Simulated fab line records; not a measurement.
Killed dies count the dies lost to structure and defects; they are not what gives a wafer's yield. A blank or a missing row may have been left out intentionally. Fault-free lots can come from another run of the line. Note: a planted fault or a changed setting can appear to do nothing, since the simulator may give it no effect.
Split-lot study :: flow n5 finfet :: 7 lots, 39 wafers read, on a route of 1938 steps

## ABOUT THE SPLIT
At N5_DUMMY_GATE_EXPOSE_12 (exposes mask GATE, target cd 25 nm), the setting dose mj was moved away from the recipe's 34 on 18 of the 39 wafers read, by -7.6% to +5.1%. For the rest of the wafers, this setting stayed at what the recipe calls for.

## FROM THE SPLIT TO THE READING: what the file shows between them, 2 steps
- N5_DUMMY_GATE_PEB_13: peb time 60 s
- N5_DUMMY_GATE_DEVELOP_14: develop time 30 s

## THE READING
cd nm, in nm, at N5_DUMMY_GATE_CD_MEAS_15 (target cd 25.8 nm). A value of 25.08 nm with a standard deviation of 0.24 nm is what fault-free wafers of this fab line usually give.

wafer: L076.1
tool, chamber at the split: euv scanner-02, 0
dose mj as run: 34
against the recipe: recipe
cd nm, nm: 25.54
against lot-mates on the recipe: -

wafer: L076.2
tool, chamber at the split: euv scanner-02, 0
dose mj as run: 35.24
against the recipe: +3.6%
cd nm, nm: 24.30
against lot-mates on the recipe: -1.08

wafer: L076.3
tool, chamber at the split: euv scanner-02, 0
dose mj as run: 34
against the recipe: recipe
cd nm, nm: 25.15
against lot-mates on the recipe: -

wafer: L076.4
tool, chamber at the split: euv scanner-02, 0
dose mj as run: 35.24
against the recipe: +3.6%
cd nm, nm: 24.73
against lot-mates on the recipe: -0.65

wafer: L076.5
tool, chamber at the split: euv scanner-02, 0
dose mj as run: 34
against the recipe: recipe
cd nm, nm: 25.46
against lot-mates on the recipe: -

wafer: L076.6
tool, chamber at the split: euv scanner-02, 0
dose mj as run: 35.24
against the recipe: +3.6%
cd nm, nm: 24.01
against lot-mates on the recipe: -1.37

wafer: L078.1
tool, chamber at the split: euv scanner-02, 0
dose mj as run: 34
against the recipe: recipe
cd nm, nm: 25.36
against lot-mates on the recipe: -

wafer: L078.2
tool, chamber at the split: euv scanner-02, 0
dose mj as run: 34
against the recipe: recipe
cd nm, nm: 24.89
against lot-mates on the recipe: -

wafer: L078.3
tool, chamber at the split: euv scanner-02, 0
dose mj as run: 32.22
against the recipe: -5.2%
cd nm, nm: 26.12
against lot-mates on the recipe: +1.05

wafer: L078.4
tool, chamber at the split: euv scanner-02, 0
dose mj as run: 34
against the recipe: recipe
cd nm, nm: 24.96
against lot-mates on the recipe: -

wafer: L078.5
tool, chamber at the split: euv scanner-02, 0
dose mj as run: 32.22
against the recipe: -5.2%
cd nm, nm: 25.95
against lot-mates on the recipe: +0.88

wafer: L078.6
tool, chamber at the split: euv scanner-02, 0
dose mj as run: 32.22
against the recipe: -5.2%
cd nm, nm: 25.91
against lot-mates on the recipe: +0.84

wafer: L081.1
tool, chamber at the split: euv scanner-02, 0
dose mj as run: 35.75
against the recipe: +5.1%
cd nm, nm: 24.00
against lot-mates on the recipe: -1.20

wafer: L081.2
tool, chamber at the split: euv scanner-02, 0
dose mj as run: 35.75
against the recipe: +5.1%
cd nm, nm: 24.36
against lot-mates on the recipe: -0.84

wafer: L081.3
tool, chamber at the split: euv scanner-02, 0
dose mj as run: 34
against the recipe: recipe
cd nm, nm: 25.36
against lot-mates on the recipe: -

wafer: L081.4
tool, chamber at the split: euv scanner-02, 0
dose mj as run: 35.75
against the recipe: +5.1%
cd nm, nm: 23.92
against lot-mates on the recipe: -1.28

wafer: L081.5
tool, chamber at the split: euv scanner-02, 0
dose mj as run: 34
against the recipe: recipe
cd nm, nm: 24.79
against lot-mates on the recipe: -

wafer: L081.6
tool, chamber at the split: euv scanner-02, 0
dose mj as run: 34
against the recipe: recipe
cd nm, nm: 25.45
against lot-mates on the recipe: -

wafer: L084.1
tool, chamber at the split: euv scanner-01, 0
dose mj as run: 34
against the recipe: recipe
cd nm, nm: 24.85
against lot-mates on the recipe: -

wafer: L084.3
tool, chamber at the split: euv scanner-01, 0
dose mj as run: 34
against the recipe: recipe
cd nm, nm: 24.94
against lot-mates on the recipe: -

wafer: L084.5
tool, chamber at the split: euv scanner-01, 0
dose mj as run: 34
against the recipe: recipe
cd nm, nm: 24.55
against lot-mates on the recipe: -

wafer: L090.1
tool, chamber at the split: euv scanner-01, 0
dose mj as run: 34
against the recipe: recipe
cd nm, nm: 25.25
against lot-mates on the recipe: -

wafer: L090.2
tool, chamber at the split: euv scanner-01, 0
dose mj as run: 32.89
against the recipe: -3.3%
cd nm, nm: 25.43
against lot-mates on the recipe: +0.14

wafer: L090.3
tool, chamber at the split: euv scanner-01, 0
dose mj as run: 32.89
against the recipe: -3.3%
cd nm, nm: 26.04
against lot-mates on the recipe: +0.75

wafer: L090.4
tool, chamber at the split: euv scanner-01, 0
dose mj as run: 34
against the recipe: recipe
cd nm, nm: 25.68
against lot-mates on the recipe: -

wafer: L090.5
tool, chamber at the split: euv scanner-01, 0
dose mj as run: 32.89
against the recipe: -3.3%
cd nm, nm: 25.67
against lot-mates on the recipe: +0.38

wafer: L090.6
tool, chamber at the split: euv scanner-01, 0
dose mj as run: 34
against the recipe: recipe
cd nm, nm: 24.95
against lot-mates on the recipe: -

wafer: L094.1
tool, chamber at the split: euv scanner-02, 0
dose mj as run: 34
against the recipe: recipe
cd nm, nm: 25.61
against lot-mates on the recipe: -

wafer: L094.2
tool, chamber at the split: euv scanner-02, 0
dose mj as run: 34
against the recipe: recipe
cd nm, nm: 24.87
against lot-mates on the recipe: -

wafer: L094.3
tool, chamber at the split: euv scanner-02, 0
dose mj as run: 35.67
against the recipe: +4.9%
cd nm, nm: 24.22
against lot-mates on the recipe: -0.91

wafer: L094.4
tool, chamber at the split: euv scanner-02, 0
dose mj as run: 35.67
against the recipe: +4.9%
cd nm, nm: 24.60
against lot-mates on the recipe: -0.53

wafer: L094.5
tool, chamber at the split: euv scanner-02, 0
dose mj as run: 35.67
against the recipe: +4.9%
cd nm, nm: 24.21
against lot-mates on the recipe: -0.92

wafer: L094.6
tool, chamber at the split: euv scanner-02, 0
dose mj as run: 34
against the recipe: recipe
cd nm, nm: 24.90
against lot-mates on the recipe: -

wafer: L097.1
tool, chamber at the split: euv scanner-01, 0
dose mj as run: 31.4
against the recipe: -7.6%
cd nm, nm: 26.83
against lot-mates on the recipe: +1.71

wafer: L097.2
tool, chamber at the split: euv scanner-01, 0
dose mj as run: 31.4
against the recipe: -7.6%
cd nm, nm: 26.77
against lot-mates on the recipe: +1.65

wafer: L097.3
tool, chamber at the split: euv scanner-01, 0
dose mj as run: 34
against the recipe: recipe
cd nm, nm: 24.99
against lot-mates on the recipe: -

wafer: L097.4
tool, chamber at the split: euv scanner-01, 0
dose mj as run: 31.4
against the recipe: -7.6%
cd nm, nm: 26.78
against lot-mates on the recipe: +1.66

wafer: L097.5
tool, chamber at the split: euv scanner-01, 0
dose mj as run: 34
against the recipe: recipe
cd nm, nm: 25.28
against lot-mates on the recipe: -

wafer: L097.6
tool, chamber at the split: euv scanner-01, 0
dose mj as run: 34
against the recipe: recipe
cd nm, nm: 25.08
against lot-mates on the recipe: -

THE FIT
A straight line over all 39 wafers: cd nm changes by -0.194 nm for each +1% of dose mj; r = -0.93; the points scatter about the line by 0.28 nm.
The same after taking each lot's own level away (the mean of its wafers on the recipe; 39 wafers): -0.202 nm for each +1%; r = -0.94; scatter 0.26 nm.
Per that fit: largest dose mj move, reading shift of 1.5 nm.
From 24.780 to 25.383 nm: that is the span of the lots' own levels, equal to 2.5 times the standard deviation above.
So the lot-to-lot level changes the slope little: the two slopes agree.
Check: for one of the wafers moved furthest among these (-7.6%), held out of the fit, the line's prediction against its lot-mates is +1.48 nm. Against them it came out at +1.71 nm.

## THESE WAFERS: OTHER SPLITS
Other splits were also applied to these wafers ahead of the reading. Each is held against what the fit with the lots' levels taken away leaves over:
other split on the same wafers: N5_FIN_SAQP_SPACER2_ALD_28 target thk a
wafers away from the commonest value: 9
r with cd nm (lot level and that fit taken away): -0.01

## FILE'S OWN FIT
cd nm changes by -0.202 nm for each +1% of dose mj, r = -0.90.
